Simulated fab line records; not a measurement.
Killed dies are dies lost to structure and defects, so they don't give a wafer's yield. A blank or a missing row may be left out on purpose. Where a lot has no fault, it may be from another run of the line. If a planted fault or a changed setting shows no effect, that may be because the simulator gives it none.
A lot that was struck, set against a sound lot ; flow n5-finfet ; 16 steps out of a route of 1938
Sound: wafers L713.1, L713.2, L713.6. The struck wafers were L718.4, L718.5, L718.6. At the end, the cause is stated.
Order at every step that has rows: each side's tool, ch and its chambers, its first start. Under that, the readings that differ: sound wafers ; struck wafers ; difference of the means ; sigmas: that difference in standard deviations of wafers without a fault.
alike: readings whose means differ by less than 2 such deviations, and words and numbers that are the same on both sides. not compared: withheld readings, readings that some wafer has no value for, bounds like >300 that may hide the same value, and numbers for which the record gives no deviation and whose values overlap.
A row with sigmas, a row that says differs or no value, or rows on one side alone: a step with any of these is where the two part. Numbers that have no deviation but don't overlap get no sigmas and don't part them. A reading missing from all wafers of one side parts the sides only when that side holds two or more wafers.

first, 7 steps without rows for these wafers: N5_BEOL_M2_COAT_76 (time 60 s, resist thk 5 nm); N5_BEOL_M2_COAT_22 (resist thk 30 nm); N5_BEOL_M2_EBR_24; N5_BEOL_M2_SOFTBAKE_23 (time 60 s); N5_BEOL_M2_EXPOSE_25 (exposes mask V1, defocus 5 nm); N5_BEOL_M2_PEB_26 (peb time 60 s); N5_BEOL_M2_DEVELOP_27 (develop time 30 s).
N5_BEOL_M2_CD_MEAS_28: target cd 26.2 nm, target cd y 24.1 nm.
  sound on cd-sem-01 ch 0, day 8 19:32; struck on cd-sem-02 ch 0, day 10 13:48
  alike: cd-nm
N5_BEOL_M2_OVL_MEAS_29:
  sound on overlay-02 ch 0, day 8 19:34; struck on overlay-01 ch 0, day 10 13:50
  alike: V1_OVL
N5_BEOL_M2_INSPECT_30: inspects for defects (brightfield).
  struck on defect-inspect-02, day 10 13:53; sound on defect-inspect-02, day 8 19:37
  alike: raw-defect-count
N5_BEOL_M2_DESCUM_33: chemistry O2, time 7 s.
  sound on rie-diel-03 ch 1,2, day 8 19:53; struck on rie-diel-05 ch 0,1,3, day 10 13:55
  alike: drypump-motor-current-A, oes-product-au, rf-vpp-V, showerhead-plenum-p-Torr, throttle-valve-pct
  not compared: rf-hours-counter-h
N5_BEOL_M2_ETCH_77: etches underlayer in N2/H2, target depth 6.5 nm, time 5.2 s.
  sound on rie-diel-03 ch 1,2, day 8 19:56; struck on rie-diel-05 ch 0,1,3, day 10 13:57
  alike: bias-w, drypump-motor-current-A, etch-rf-on-time-s, n2-flow-sccm, oes-product-au, rf-vpp-V, showerhead-plenum-p-Torr, throttle-valve-pct
  not compared: rf-hours-counter-h
N5_BEOL_M2_ETCH_69: etches SiARC in CF4, target depth 15.6 nm, time 26 s.
  sound on rie-diel-03 ch 1,2, day 8 19:56; struck on rie-diel-05 ch 0,1,3, day 10 13:58
reading;sound;struck;difference;sigmas
bias-w (W);35.94 36.04 36.11;31.96 31.75 31.95;-4.14;-38
rf-vpp-V (V);185.5 184.5 184.6;171.4 173.1 171.7;-12.8;-12
  alike: drypump-motor-current-A, etch-rf-on-time-s, oes-product-au, showerhead-plenum-p-Torr, throttle-valve-pct
  not compared: rf-hours-counter-h
N5_BEOL_M2_ALD_98: deposits SiO2, target thk 2.5 nm, pulse time 1 s, co reactant pulse time 1 s.
  sound on ald-sin-01 ch 2,3, day 8 20:08; struck on ald-sin-03 ch 0,2,3, day 10 14:03
  alike: heater-power-w, precursor-pulse-height-rel
  not compared: since-wet-clean-h
N5_BEOL_M4_RC_MEAS_101:
  sound on prober-02 ch 0, day 10 13:08; struck on prober-02 ch 0, day 12 08:42
  alike: DIBL_N, DIBL_P, IOFF_N, IOFF_P, ION_N, ION_P, SS_N, SS_P, VT_N, VT_P
-- the record jumps here: 4 days lie between the struck wafers' starts before and after (it left off in module BEOL_M4 and takes up again in module PASSIVATION, whose first step shown is number 1936 of the route) --
N5_PASSIVATION_PROBE_49:
  struck on prober-01, day 16 10:17; sound on prober-01, day 14 19:46
  alike: defect-limited-yield, killed_at_M0_to_M3, killed_at_M4_up, killed-at-contacts, killed-at-front-end, killed-at-other, killed-dies, killed-open, killed-short, sort_bin_5_function, sort_bin_6_memory, sort-n-pass, sort-yield-pct

## WHERE THEY PART
At N5_BEOL_M2_ETCH_69 and nowhere else, as far as this record goes. Later steps at which nothing parts them and some readings are alike: N5_BEOL_M2_ALD_98, N5_BEOL_M4_RC_MEAS_101, N5_PASSIVATION_PROBE_49.

WHY: whatever the simulator had introduced
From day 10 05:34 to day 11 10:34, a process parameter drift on rie-diel-05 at N5_BEOL_M2_ETCH_69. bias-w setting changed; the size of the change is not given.
